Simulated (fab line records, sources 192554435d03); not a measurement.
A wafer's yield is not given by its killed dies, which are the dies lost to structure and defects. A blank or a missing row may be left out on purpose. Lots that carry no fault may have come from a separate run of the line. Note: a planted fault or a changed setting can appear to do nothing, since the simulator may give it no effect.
Split-lot trial	flow n5 finfet	on a route of 1938 steps: 7 lots, 21 wafers read

## ABOUT THE SPLIT
At N5_BEOL_M12_TRENCH_ETCH_34 (etches SiOC in C4F8/O2/Ar, target depth 318.95 nm, time 125.5 s), the setting time s was moved away from the recipe's 125.5 s on 10 of the 21 wafers read, by -20.0% to +21.6%. The other wafers ran this setting at the recipe's value.

## FROM THE SPLIT TO THE READING: what the file shows between them, 10 steps
- N5_BEOL_M12_STRIP_70: strips in C4F8/O2/Ar
- N5_BEOL_M12_OCD_MEAS_35
- N5_BEOL_M12_STRIP_37: strips in N2/H2
- N5_BEOL_M12_ETCH_38: etches SiCN in CF4/N2, target depth 68.7 nm, time 73.4 s
- N5_BEOL_M12_ECD_47: material Cu, target thk 720 nm
- N5_BEOL_M12_ANNEAL_48: time 90 s
- N5_BEOL_M12_CMP_49: polishes, stops on SiOC, t overpolish 20.6 s, target thk 320 nm
- N5_BEOL_M12_THK_MEAS_50: measures by xrf
- N5_BEOL_M12_PRE_CLEAN_52: time 15 s
- N5_BEOL_M12_DEP_53: deposits SiCN from 3MS/NH3, target thk 30 nm, time 10.5 s

## THE READING
M12_RS in ohm/sq, measured at N5_BEOL_M12_RS_MEAS_54 by four-point-probe. A value of 0.0603 ohm/sq with a standard deviation of 0.0012 ohm/sq is what fault-free wafers of this fab line usually give.

wafer	tool, chamber at the split	time s as run, s	against the recipe	M12_RS, ohm/sq	against lot-mates on the recipe
L075.1	rie diel-05, 1	152.6	+21.6%	0.0490	-0.0112
L075.3	rie diel-05, 2	152.6	+21.6%	0.0491	-0.0111
L075.6	rie diel-05, 3	125.5	recipe	0.0602	-
L078.2	rie diel-05, 2	100.4	-20.0%	0.0761	+0.0177
L078.3	rie diel-05, 0	125.5	recipe	0.0584	-
L078.6	rie diel-05, 2	100.4	-20.0%	0.0761	+0.0177
L081.4	rie diel-04, 0	125.5	recipe	0.0597	-
L081.5	rie diel-04, 1	108.3	-13.7%	0.0697	+0.0097
L081.6	rie diel-04, 0	125.5	recipe	0.0603	-
L080.3	rie diel-05, 1	125.5	recipe	0.0602	-
L080.5	rie diel-05, 0	125.5	recipe	0.0587	-
L080.6	rie diel-05, 3	125.5	recipe	0.0596	-
L082.2	rie diel-02, 3	140.8	+12.2%	0.0561	no lot-mate on the recipe
L082.3	rie diel-02, 1	140.8	+12.2%	0.0543	no lot-mate on the recipe
L082.6	rie diel-02, 0	140.8	+12.2%	0.0565	no lot-mate on the recipe
L084.1	rie diel-04, 0	125.5	recipe	0.0592	-
L084.3	rie diel-04, 1	125.5	recipe	0.0600	-
L084.4	rie diel-04, 2	125.5	recipe	0.0610	-
L091.2	rie diel-02, 3	150.1	+19.6%	0.0500	-0.0087
L091.5	rie diel-02, 0	125.5	recipe	0.0587	-
L091.6	rie diel-02, 3	150.1	+19.6%	0.0500	-0.0087

THE FIT
A straight line over all 21 wafers: M12_RS changes by -0.000596 ohm/sq for each +1% of time s; r = -0.97; the points scatter about the line by 0.0018 ohm/sq.
The same after taking each lot's own level away (the mean of its wafers on the recipe; 18 wafers): -0.000633 ohm/sq for each +1%; r = -0.97; scatter 0.002 ohm/sq.
Per that fit: largest time s move, reading shift of 0.014 ohm/sq.
The lots' own levels span 0.05840 to 0.06020 ohm/sq, that is 1.5 times the standard deviation above.
So the lot-to-lot level changes the slope little: the two slopes agree.
Check: for one of the wafers moved furthest among these (+21.6%), held out of the fit, the line's prediction against its lot-mates is -0.0127 ohm/sq. Against them it came out at -0.0112 ohm/sq.

## THE OTHER SPLITS THESE WAFERS WENT THROUGH
Before the reading, these wafers also passed through other splits. Each is held against what the fit with the lots' levels taken away leaves over:
other split on the same wafers	wafers away from the commonest value	r with M12_RS (lot level and that fit taken away)
N5_BEOL_M10_DEVELOP_27 develop time s	5	-0.23
N5_BEOL_M11_VIA_ETCH_34 time s	3	+0.17
N5_BEOL_M11_TRENCH_ETCH_37 time s	4	-0.43
N5_BEOL_M12_ETCH_68 time s	9	-0.42

## THE WHOLE CHAIN: every reading that the file lists as answering this split, in the file's order
step	what it does	reading	change (the file's fit)	r (the file's)
N5_BEOL_M12_TRENCH_ETCH_34	etches SiOC in C4F8/O2/Ar, target depth 318.95 nm, time 125.5 s	etch.depth nm (the simulator's own value, which no gauge read)	+3.19 nm for each +1% of the setting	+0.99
N5_BEOL_M12_OCD_MEAS_35		trench depth nm	+3.17 nm for each +1% of the setting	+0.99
N5_BEOL_M12_CMP_49	polishes, stops on SiOC, t overpolish 20.6 s, target thk 320 nm	Cu_of_BEOL_M12_ECD_47.thk nm (the simulator's own value, which no gauge read)	+3.22 nm for each +1% of the setting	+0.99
N5_BEOL_M12_THK_MEAS_50	measures by xrf	M12_THK	+3.23 for each +1% of the setting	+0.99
N5_BEOL_M12_RS_MEAS_54	measures by four-point-probe	M12_RS	-0.000624 for each +1% of the setting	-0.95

## FILE'S OWN FIT
M12_RS changes by -0.000624 ohm/sq for each +1% of time s, r = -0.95.
